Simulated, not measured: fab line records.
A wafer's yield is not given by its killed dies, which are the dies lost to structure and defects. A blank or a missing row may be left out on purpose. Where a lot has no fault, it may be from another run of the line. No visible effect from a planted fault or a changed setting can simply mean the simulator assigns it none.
fab line records -- flow n5_finfet
[record] lots = 4, wafers = 12, last_day = 17
route steps=1938 shown MOL_CONTACT_COAG@554 BEOL_M4@1111 PASSIVATION@1936
lots that met no fault: taken from a fault-free run of the same line
start_h: start of the lot's first displayed wafer, in hours after the record's first day -- wait_h: how many hours have passed since the lot's step before this one -- " identical to the entry in the row above -- L1.1+2: one row covering several wafers at once -- - no value, or no start was given -- * or withheld: withheld -- < > ~ a bound
route shown NAME@n: names a module that has steps shown in the file, with the first one's number in the route -- usual: mean/standard deviation of fault-free wafers -- same: alike in all rows -- chamber/n: place in a boat -- sites: each site's reading -- _std_site: standard deviation of those values -- _edge_site: mean of outer sites minus mean of inner sites -- radius_mm: how far each site lies from the wafer's centre -- mask NAME#n: copy n -- behind: the most recent tool/chamber to have shaped the wafer -- hold: why the lot was held/for how many hours/how that ended -- device: the n, p or np transistor that did not switch -- end of line: tests run on the same wafers once the route is complete -- a step without rows: its recipe alone -- killed: dies lost to structure and defects at the first sort, not the wafer's yield -- map: shows each die of a wafer: x if killed, . if not, _ if none is there
set.NAME: the setting the step ran with; set.NAME@STEP: the setting that earlier step ran with -- model.NAME: the simulator's own value behind a step, which no gauge read
lots at some steps of the route; a table a step, a row a wafer
services: a tool's chamber out of use, with start hour (start_h, from the record's first day; less than 0 if before it), hours out, and reason
[[steps]]
[step N5_MOL_CONTACT_COAG_CMP_23]
[recipe] stop_on = SiO2, t_overpolish_s = 1.5, post_cmp_clean = cu_alkaline, down_force_psi = 2, platen_rpm = 50.289, pad_velocity_m_s = 1.0006, target_thk_nm = 0
[step N5_MOL_CONTACT_COAG_WET_ETCH_26]
[recipe] target = Co, target_depth_nm = 13
[step N5_MOL_CONTACT_COAG_WET_ETCH_116]
[recipe] chemistry = SC1-inhibited, target_depth_nm = 4.6, dry = ipa_marangoni, rinse_time_s = 30, rinse_temp_c = 23
[step N5_MOL_CONTACT_COAG_ALD_27]
[recipe] material = SiOC, target_thk_a = 170, temp_c = 400, ald_precursor_family = carbosiloxane, ald_co_reactant = H2-plasma, pulse_time_s = 1.5, time_s = 2720, purge_time_s = 2, co_reactant_purge_time_s = 2, ald_cycles = 340, pressure_torr = 2
[step N5_MOL_CONTACT_COAG_CMP_28]
[recipe] stop_on = SiNx, t_overpolish_s = 0.85, post_cmp_clean = alkaline_brush, down_force_psi = 4.15, platen_rpm = 51.8, pad_velocity_m_s = 1.0307, target_thk_nm = 14.522
[step N5_MOL_CONTACT_COAG_ALD_123]
[recipe] material = SiNx, target_thk_a = 50, temp_c = 400, ald_precursor_family = SiH2I2, ald_co_reactant = N2/H2-plasma, pulse_time_s = 1, purge_time_s = 2, co_reactant_purge_time_s = 2, ald_cycles = 100, pressure_torr = 2
[step N5_MOL_CONTACT_COAG_PECVD_31]
[recipe] material = SiO2, target_thk_a = 460, temp_c = 400, precursor = TEOS/O2, pressure_torr = 6.5, rf_w = withheld, teos_flow_sccm = withheld, gas = O2, flow_sccm = 2650, time_s = 8.9
[step N5_MOL_CONTACT_COAG_COAT_75]
[recipe] resist = SOC, temp_c = 250, time_s = 60, spin_rpm = 1500, resist_thk_nm = 60
[step N5_MOL_CONTACT_COAG_COAT_76]
[recipe] resist = SiARC, temp_c = 220, time_s = 60, spin_rpm = 1500, resist_thk_nm = 10
[step N5_MOL_CONTACT_COAG_COAT_77]
[recipe] resist = underlayer, temp_c = 205, time_s = 60, spin_rpm = 1500, resist_thk_nm = 10
[usual] spin_speed_rpm = 1500.0/1
lot.wafer,tool,chamber,start_h,wait_h,spin_speed_rpm,model.underlayer_of_MOL_CONTACT_COAG_COAT_77.thk_nm
L937.1,litho_track-02,0,114.25,-,1500.7,10
L937.2,litho_track-02,0,114.25,-,1501.0,10
L937.4,litho_track-02,0,114.25,-,1499.0,10
L945.2,litho_track-02,0,149.79,-,1388.9,10.4
L945.5,litho_track-02,0,149.79,-,1389.9,10.4
L945.6,litho_track-02,0,149.79,-,1389.1,10.4
L946.1,litho_track-02,0,157.02,-,1387.8,10.4
L946.2,litho_track-02,0,157.02,-,1387.9,10.4
L946.4,litho_track-02,0,157.02,-,1388.1,10.4
L954.4,litho_track-03,0,207.93,-,1499.0,10
L954.5,litho_track-03,0,207.93,-,1501.1,10
L954.6,litho_track-03,0,207.93,-,1501.3,10
[step N5_MOL_CONTACT_COAG_COAT_78]
[recipe] resist = CAR-EUV, spin_rpm = 1500, resist_thk_nm = 40
[step N5_MOL_CONTACT_COAG_EBR_80]
[recipe] solvent = PGMEA, ebr_width_mm = 1.5
[step N5_MOL_CONTACT_COAG_SOFTBAKE_79]
[recipe] temp_c = 110, time_s = 60, resist = CAR-EUV
[step N5_MOL_CONTACT_COAG_EXPOSE_81]
[recipe] mask_id = VG, na = 0.33, source_shape = annular, sigma_inner = 0.3, sigma_outer = 0.7, polarization = unpolarized, defocus_nm = 0, dose_mj = 59.5
[step N5_MOL_CONTACT_COAG_PEB_82]
[recipe] peb_temp_c = 100, peb_time_s = 60, resist = CAR-EUV
[step N5_MOL_CONTACT_COAG_DEVELOP_83]
[recipe] develop_time_s = 30, developer = TMAH, resist = CAR-EUV, rinse_liquid = surfactant_rinse, dry = air_spin, dev_temp_c = 23
[step N5_MOL_CONTACT_COAG_DESCUM_88]
[recipe] chemistry = O2, time_s = 7, source_power_w = 50, bias_power_w = 20, pressure_mtorr = 20, rf_frequency_hz = 2.712e+07, temp_c = 40, resist = CAR-EUV, o2_flow_sccm = 225
[step N5_MOL_CONTACT_COAG_ETCH_89]
[recipe] chemistry = N2/H2, target = underlayer, target_depth_a = 130, mask_material = CAR-EUV, time_s = 10.4, ion_energy_ev = 200, pressure_mtorr = 30, source_w = 840, bias_w = 150, n2_flow_sccm = 200, h2_flow_sccm = 200, ends = cleared
[usual] drypump_motor_current_A = 5.7/0.43, etch_rf_on_time_s = 10.50/0.2, n2_flow_sccm = 200.0/0.61, oes_product_au = 0.67/0.078, rf_vpp_V = 523.5/2.7, showerhead_plenum_p_Torr = 2.53/0.09, throttle_valve_pct = 17.91/0.28
lot.wafer,tool,chamber,start_h,wait_h,drypump_motor_current_A,etch_rf_on_time_s,n2_flow_sccm,oes_product_au,rf_hours_counter_h,rf_vpp_V,showerhead_plenum_p_Torr,throttle_valve_pct,model.CAR-EUV_of_MOL_CONTACT_COAG_COAT_78.thk_nm,model.etch.depth_nm
L937.1,rie_diel-03,1,114.81,0.0,5.7,10.47,199.7,0.60,226,527.1,2.64,18.37,24.6,9.997
L937.2,rie_diel-03,2,114.81,0.0,5.8,10.59,200.3,0.59,248,519.9,2.39,18.30,24.6,9.981
L937.4,rie_diel-03,3,114.81,0.0,6.6,10.62,200.3,0.73,50,527.1,2.68,17.46,24.6,9.982
L945.2,rie_diel-01,0,150.22,0.0,5.5,11.09,199.9,0.62,166,527.2,2.65,17.97,24.2,10.39
L945.5,rie_diel-01,2,150.22,0.0,5.8,11.28,200.4,0.59,-,523.1,2.53,17.97,24,10.39
L945.6,rie_diel-01,1,150.22,0.0,5.3,10.82,199.1,0.61,-,521.7,2.42,18.37,24,10.4
L946.1,rie_diel-01,2,157.45,0.0,5.8,11.18,200.1,0.60,195,523.9,2.53,17.96,24,10.42
L946.2,rie_diel-01,3,157.45,0.0,5.5,10.92,200.7,0.63,188,524.9,2.51,17.80,24.2,10.45
L946.4,rie_diel-01,0,157.45,0.0,5.5,11.23,199.6,0.62,168,527.4,2.65,17.97,24.2,10.45
L954.4,rie_diel-01,1,208.45,0.0,5.3,10.26,199.0,0.60,226,519.0,2.41,18.41,24.6,10
L954.5,rie_diel-01,1,208.45,0.0,5.3,10.36,199.9,0.60,-,522.2,2.41,18.42,24.6,10.02
L954.6,rie_diel-01,2,208.45,0.0,5.8,10.69,199.7,0.59,-,524.0,2.52,18.00,24.6,9.99
[step N5_MOL_CONTACT_COAG_ETCH_90]
[recipe] chemistry = CF4, target = SiARC, target_depth_a = 130, mask_material = CAR-EUV, time_s = 21.7, ion_energy_ev = 80, pressure_mtorr = 40, source_w = 545, bias_w = 36, Ar_flow_sccm = 100, cf4_flow_sccm = 100, ends = cleared
[step N5_MOL_CONTACT_COAG_ALD_131]
[recipe] material = SiO2, target_thk_a = 50, temp_c = 100, ald_precursor_family = BDEAS, ald_co_reactant = O2-plasma, pulse_time_s = 1, co_reactant_pulse_time_s = 1, purge_time_s = 2, co_reactant_purge_time_s = 2, ald_cycles = 35, pressure_torr = 2
[step N5_MOL_CONTACT_COAG_ETCHBACK_132]
[recipe] chemistry = CHF3, target = SiO2, target_depth_a = 100, time_s = 6.7, ion_energy_ev = 200, pressure_mtorr = 30, source_w = 610, bias_w = 170, Ar_flow_sccm = 200, CHF3_flow_sccm = 50
[usual] CHF3_flow_sccm = 50.01/0.17, drypump_motor_current_A = 5.7/0.42, oes_f_703_au = 0.78/0.093, oes_product_au = 0.79/0.096, rf_vpp_V = 526/7.2, showerhead_plenum_p_Torr = 2.38/0.089, throttle_valve_pct = 18.77/0.23
lot.wafer,tool,chamber,start_h,wait_h,CHF3_flow_sccm,drypump_motor_current_A,oes_f_703_au,oes_product_au,rf_hours_counter_h,rf_vpp_V,showerhead_plenum_p_Torr,throttle_valve_pct,model.CAR-EUV_of_MOL_CONTACT_COAG_COAT_78.thk_nm
L937.1,rie_diel-01,1,115.09,0.1,50.09,5.4,0.73,0.72,195,519,2.27,19.21,15.4
L937.2,rie_diel-01,0,115.09,0.1,50.40,5.5,0.73,0.74,153,529,2.48,18.72,15.6
L937.4,rie_diel-01,3,115.09,0.1,50.25,5.5,0.73,0.75,173,526,2.36,18.67,15.4
L945.2,rie_diel-06,2,150.59,0.2,49.93,5.3,0.67,0.69,244,536,2.43,18.81,15.2
L945.5,rie_diel-06,3,150.59,0.2,50.25,5.5,0.93,0.94,-,521,2.35,18.89,14.8
L945.6,rie_diel-06,0,150.59,0.2,50.00,6.5,0.76,0.77,-,533,2.29,18.67,15
L946.1,rie_diel-03,1,157.83,0.2,50.01,5.7,0.71,0.69,240,521,2.46,19.16,15
L946.2,rie_diel-03,3,157.83,0.2,50.04,6.6,0.83,0.84,65,534,2.51,18.54,15.2
L946.4,rie_diel-03,2,157.83,0.2,49.94,5.7,0.93,0.95,5,531,2.54,18.74,15.2
L954.4,rie_diel-01,1,208.73,0.1,50.11,5.3,0.71,0.70,226,520,2.26,19.25,15.6
L954.5,rie_diel-01,3,208.73,0.1,50.18,5.5,0.71,0.72,-,524,2.35,18.70,15.6
L954.6,rie_diel-01,0,208.73,0.1,49.93,5.5,0.71,0.73,-,527,2.46,18.78,15.4
[step N5_MOL_CONTACT_COAG_ETCH_91]
[recipe] chemistry = N2/H2, target = SOC, target_depth_a = 600, overetch_a = 210, mask_material = SiARC, temp_c = 40, time_s = 101.2, ion_energy_ev = 200, pressure_mtorr = 30, source_w = 840, bias_w = 150, n2_flow_sccm = 200, h2_flow_sccm = 200
[step N5_BEOL_M4_RC_MEAS_101]
[usual] DIBL_N = 36.4/1.6, DIBL_P = 36.2/1.8, IOFF_N = 0.159/0.029, IOFF_P = 0.21/0.034, ION_N = 670/12, ION_P = 459/8.2, SS_N = 71.5/0.59, SS_P = 73.2/0.54, VT_N = 250/3.3, VT_P = -250/3.7
lot.wafer,tool,chamber,start_h,wait_h,DIBL_N[mV/V],DIBL_P[mV/V],IOFF_N[nA/um],IOFF_P[nA/um],ION_N[uA/um],ION_P[uA/um],SS_N[mV/dec],SS_P[mV/dec],VT_N[mV],VT_P[mV]
L937.1,prober-02,0,188.49,0.0,37.6,38.5,0.178,0.23,672,454,71.7,74.4,252,-250
L937.2,prober-02,0,188.49,0.0,35.8,37.1,0.149,0.19,657,448,70.8,73.3,249,-253
L937.4,prober-02,0,188.49,0.0,36.8,37.3,0.164,0.21,680,458,70.8,73.3,249,-252
L946.1,prober-01,0,224.96,0.0,35.6,33.0,0.129,0.18,671,460,71.4,72.4,252,-250
L946.2,prober-01,0,224.96,0.0,38.1,36.9,0.188,0.24,691,471,72.2,74.2,246,-248
L946.4,prober-01,0,224.96,0.0,38.4,37.0,0.182,0.25,682,470,72.2,73.6,248,-245
L945.2,prober-01,0,256.75,0.2,36.7,37.9,0.171,0.21,669,454,72.5,73.3,248,-252
L945.5,prober-01,0,256.75,0.2,34.8,35.3,0.136,0.16,661,447,71.7,72.5,253,-255
L945.6,prober-01,0,256.75,0.2,36.0,37.3,0.160,0.19,670,452,71.4,72.8,249,-256
L954.4,prober-01,0,294.06,0.5,35.4,34.5,0.132,0.18,663,457,71.2,73.0,255,-251
L954.5,prober-01,0,294.06,0.5,34.9,34.4,0.132,0.18,662,457,71.7,72.9,254,-254
L954.6,prober-01,0,294.06,0.5,34.7,35.0,0.125,0.18,656,449,71.9,73.6,257,-253
[step N5_PASSIVATION_PROBE_49]
[usual] defect_limited_yield = 91.1/1.5, killed_at_M0_to_M3 = 33/9.9, killed_at_M4_up = 14/5.2, killed_at_contacts = 12/6.7, killed_at_front_end = 43/13, killed_at_other = 3.4/2.7, killed_dies = 105/17, killed_open = 69/13, killed_short = 33/7.5, sort_bin_5_function = 5.2/0.91, sort_bin_6_memory = 3.3/0.71, sort_bin_8_speed = 0.00/0.032, sort_n_pass = 1075/17, sort_yield_pct = 91.1/1.5
[same] gross_dies = 1180, killed_at_back_side = 0, sort_bin_4_leakage[%] = 0
lot.wafer,tool,chamber,start_h,wait_h,defect_limited_yield[%],killed_at_M0_to_M3,killed_at_M4_up,killed_at_contacts,killed_at_front_end,killed_at_other,killed_dies,killed_open,killed_short,sort_bin_5_function[%],sort_bin_6_memory[%],sort_bin_8_speed[%],sort_n_pass,sort_yield_pct[%]
L946.1,prober-02,-,328.07,0.0,90.3,31,22,9,48,4,114,77,36,6.3,3.1,0,1066,90.3
L946.2,prober-02,-,328.12,0.1,90.4,42,14,8,47,2,113,81,32,6.6,2.5,0,1067,90.4
L946.4,prober-02,-,328.22,0.2,89.8,47,20,2,43,8,120,74,44,6.5,3.6,0,1060,89.8
L945.2,prober-01,-,357.31,0.1,90.8,26,12,16,48,7,109,85,24,5.4,3.7,0,1071,90.8
L945.5,prober-01,-,357.46,0.2,91.9,23,9,10,50,3,95,65,30,4.4,3.3,0,1085,91.9
L945.6,prober-01,-,357.51,0.3,93.8,21,7,9,31,5,73,46,25,3.5,2.6,0,1107,93.8
L954.4,prober-02,-,397.58,0.2,89.7,46,18,6,50,2,122,75,44,5.8,4.4,0,1058,89.7
L954.5,prober-02,-,397.63,0.2,89.8,52,13,13,40,2,120,78,38,6.4,3.7,0,1060,89.8
L954.6,prober-02,-,397.68,0.3,87.6,42,14,24,65,1,146,88,52,7.5,4.5,0,1034,87.6
// killed by level:class
L946.1 FIN_SAQP:geometric_particle:open=14 BEOL_M3:geometric_particle:open=11 BEOL_M4:geometric_particle:open=11 FIN_SAQP:geometric_particle:short=7 BEOL_M2:geometric_particle:open=6 MOL_CONTACT_COAG:geometric_particle:open=6 STARTING-WAFER:geometric_particle:open=6 BEOL_M0_SAQP:geometric_particle:short=4
L946.2 FIN_SAQP:geometric_particle:open=14 BEOL_M0_SAQP:geometric_particle:open=12 BEOL_M3:geometric_particle:open=10 BEOL_M0_SAQP:geometric_particle:short=9 ILD0:geometric_particle:open=8 BEOL_M2:geometric_particle:open=8 FIN_SAQP:geometric_particle:short=7 MOL_CONTACT_COAG:geometric_particle:open=7
L946.4 BEOL_M0_SAQP:geometric_particle:open=17 BEOL_M0_SAQP:geometric_particle:short=13 FIN_SAQP:geometric_particle:short=10 FIN_SAQP:geometric_particle:open=9 BEOL_M4:geometric_particle:open=8 BEOL_M3:geometric_particle:open=7 ILD0:geometric_particle:open=6 GATE_CUT:geometric_particle:open=4
L945.2 FIN_SAQP:geometric_particle:open=16 MOL_CONTACT_COAG:geometric_particle:open=12 FIN_SAQP:geometric_particle:short=7 BEOL_M0_SAQP:geometric_particle:open=7 STI_FIN_REVEAL:geometric_particle:open=5 DUMMY_GATE:geometric_particle:open=5 ILD0:geometric_particle:open=5 MOL_CONTACT_COAG:geometric_particle:short=4
L945.5 FIN_SAQP:geometric_particle:open=16 MOL_CONTACT_COAG:geometric_particle:open=9 BEOL_M3:geometric_particle:open=8 DUMMY_GATE:geometric_particle:open=7 FIN_SAQP:geometric_particle:short=6 DUMMY_GATE:geometric_particle:short=5 BEOL_M2:geometric_particle:open=5 BEOL_M0_SAQP:geometric_particle:open=4
L945.6 FIN_SAQP:geometric_particle:open=8 MOL_CONTACT_COAG:geometric_particle:open=7 BEOL_M1:geometric_particle:open=7 FIN_SAQP:geometric_particle:short=6 BEOL_M0_SAQP:geometric_particle:open=5 BEOL_M4:geometric_particle:open=4 BEOL_M0_SAQP:geometric_particle:short=3 STARTING-WAFER:geometric_particle:short=3
L954.4 FIN_SAQP:geometric_particle:open=15 FIN_SAQP:geometric_particle:short=11 BEOL_M0_SAQP:geometric_particle:open=11 BEOL_M4:geometric_particle:open=10 BEOL_M0_SAQP:geometric_particle:short=9 STI_FIN_REVEAL:geometric_particle:open=8 BEOL_M3:geometric_particle:open=8 MOL_CONTACT_COAG:geometric_particle:open=6
L954.5 BEOL_M3:geometric_particle:open=13 FIN_SAQP:geometric_particle:open=12 BEOL_M0_SAQP:geometric_particle:open=12 BEOL_M0_SAQP:geometric_particle:short=11 MOL_CONTACT_COAG:geometric_particle:open=10 STI_FIN_REVEAL:geometric_particle:open=8 FIN_SAQP:geometric_particle:short=6 BEOL_M0:geometric_particle:open=6
L954.6 FIN_SAQP:geometric_particle:open=24 MOL_CONTACT_COAG:geometric_particle:open=19 FIN_SAQP:geometric_particle:short=17 BEOL_M0_SAQP:geometric_particle:short=13 BEOL_M0_SAQP:geometric_particle:open=10 GATE_CUT:geometric_particle:short=5 MOL_CONTACT_COAG:geometric_particle:short=5 BEOL_M3:geometric_particle:open=5
[[services]]
tool,chamber,start_h,hours,kind
rie_diel-01,1,95.89,7.1,repair
rie_diel-06,3,104.22,-,clean
rie_diel-06,3,104.22,-,consumable_replace:focus_ring
rie_diel-06,3,104.22,26.0,scheduled_down
rie_diel-06,3,104.22,26.0,vent_cycle
rie_diel-06,-,127.09,0.4,repair
rie_diel-03,2,127.13,-,clean
rie_diel-03,2,127.13,-,consumable_replace:focus_ring
rie_diel-03,2,127.13,-,consumable_replace:showerhead
rie_diel-03,2,127.13,11.0,scheduled_down
rie_diel-03,2,127.13,11.0,vent_cycle
rie_diel-06,1,130.24,-,clean
rie_diel-06,1,130.24,-,consumable_replace:focus_ring
rie_diel-06,1,130.24,18.3,scheduled_down
rie_diel-06,1,130.24,18.3,vent_cycle
rie_diel-06,2,166.95,-,clean
rie_diel-06,2,166.95,-,consumable_replace:focus_ring
rie_diel-03,2,177.94,5.5,repair
rie_diel-03,1,183.66,-,clean
rie_diel-03,1,183.66,-,consumable_replace:focus_ring
rie_diel-03,1,183.66,31.7,scheduled_down
rie_diel-03,1,183.66,31.7,vent_cycle
rie_diel-06,0,200.50,16.6,repair
rie_diel-03,-,205.84,0.2,repair
[[key]]
[first_sign] step = N5_MOL_CONTACT_COAG_COAT_77, reading = spin_speed_rpm, direction = down, sigmas = 99+, usual = *, struck = *
[effect] step = N5_MOL_CONTACT_COAG_ETCH_89, reading = etch_rf_on_time_s, direction = up, sigmas = 2.9, usual = *, struck = *, wafers_moved = 4
[model_effect] step = N5_MOL_CONTACT_COAG_COAT_77, value = underlayer_of_MOL_CONTACT_COAG_COAT_77.thk_nm, without = 10, struck = 10.4
[model_effect] step = N5_MOL_CONTACT_COAG_ETCH_89, value = CAR-EUV_of_MOL_CONTACT_COAG_COAT_78.thk_nm, without = 24.63, struck = 24.1
[model_effect] step = N5_MOL_CONTACT_COAG_ETCHBACK_132, value = CAR-EUV_of_MOL_CONTACT_COAG_COAT_78.thk_nm, without = 15.47, struck = 15.07
met_at N5_MOL_CONTACT_COAG_COAT_77
struck_wafers L945.2,L945.5,L945.6,L946.1,L946.2,L946.4
onset_between 114.25 149.79
[fault] kind = process_parameter_drift, tool = litho_track-02, chamber = -, onset_h = 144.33, steps = N5_MOL_CONTACT_COAG_COAT_77, channel = spin_rpm, offset = *, shape = step, end_h = 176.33, acts_in = *, stated = *
